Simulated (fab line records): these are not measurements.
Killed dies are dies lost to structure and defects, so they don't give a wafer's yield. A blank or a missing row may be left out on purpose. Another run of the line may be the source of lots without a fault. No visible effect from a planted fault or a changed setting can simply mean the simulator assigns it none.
Chamber matching + flow n5Finfet + aldSin-03 running N5_ILD0_ALD_15: 4 sister chambers
The step deposits SiNx, target thk 24 nm, pulse time 1 s, ald cycles 480. 8 wafers are shown with their chamber, then 7 later ones without.

== WAFERS WITH THEIR CHAMBER ==
| wafer  | chamber | heaterPowerW (W) | precursorPulseHeightRel |
|--------|---------|------------------|-------------------------|
| L077.6 | 1       | 737              | 0.975                   |
| L080.1 | 3       | 687              | 0.999                   |
| L080.3 | 1       | 717              | 1.023                   |
| L084.3 | 3       | 676              | 1.002                   |
| L085.1 | 0       | 924              | 1.023                   |
| L085.5 | 2       | 1039             | 1.021                   |
| L089.1 | 2       | 1000             | 0.981                   |
| L089.5 | 0       | 926              | 1.003                   |

== WAFERS MISSING THEIR CHAMBER ==
| wafer  | heaterPowerW (W) | precursorPulseHeightRel |
|--------|------------------|-------------------------|
| L089.6 | 693              | 0.982                   |
| L090.3 | 691              | 1.033                   |
| L090.4 | 1024             | 0.963                   |
| L090.6 | 1039             | 0.971                   |
| L091.1 | 742              | 1.026                   |
| L091.5 | 948              | 0.982                   |
| L091.6 | 733              | 1.002                   |

== THE CHAMBER EACH PASSED THROUGH ==
| wafer  | from the rows above     | in truth |
|--------|-------------------------|----------|
| L089.6 | can't be placed: 3 or 1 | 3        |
| L090.3 | can't be placed: 3 or 1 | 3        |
| L090.4 | 2                       | 2        |
| L090.6 | 2                       | 2        |
| L091.1 | 1                       | 1        |
| L091.5 | 0                       | 0        |
| L091.6 | 1                       | 1        |
Placed correctly: 5 of 7. From these rows, 2 cannot be placed; in 2 the true chamber is one of the candidates. Placed wrongly: 0.
How it was worked out, from the rows above alone: a wafer's distance from a chamber is the root of the sum, over the readings, of the square of ((its reading less the chamber's mean) divided by the reading's scatter). If the next closest chamber is less than 2 further off than the closest, the wafer can't be placed; otherwise it belongs to the closest. The mean given for a chamber averages the wafers shown for that chamber. The scatter: the root of (the sum of the squares of (reading less its chamber's mean) over the shown wafers, divided by (wafers less chambers)).
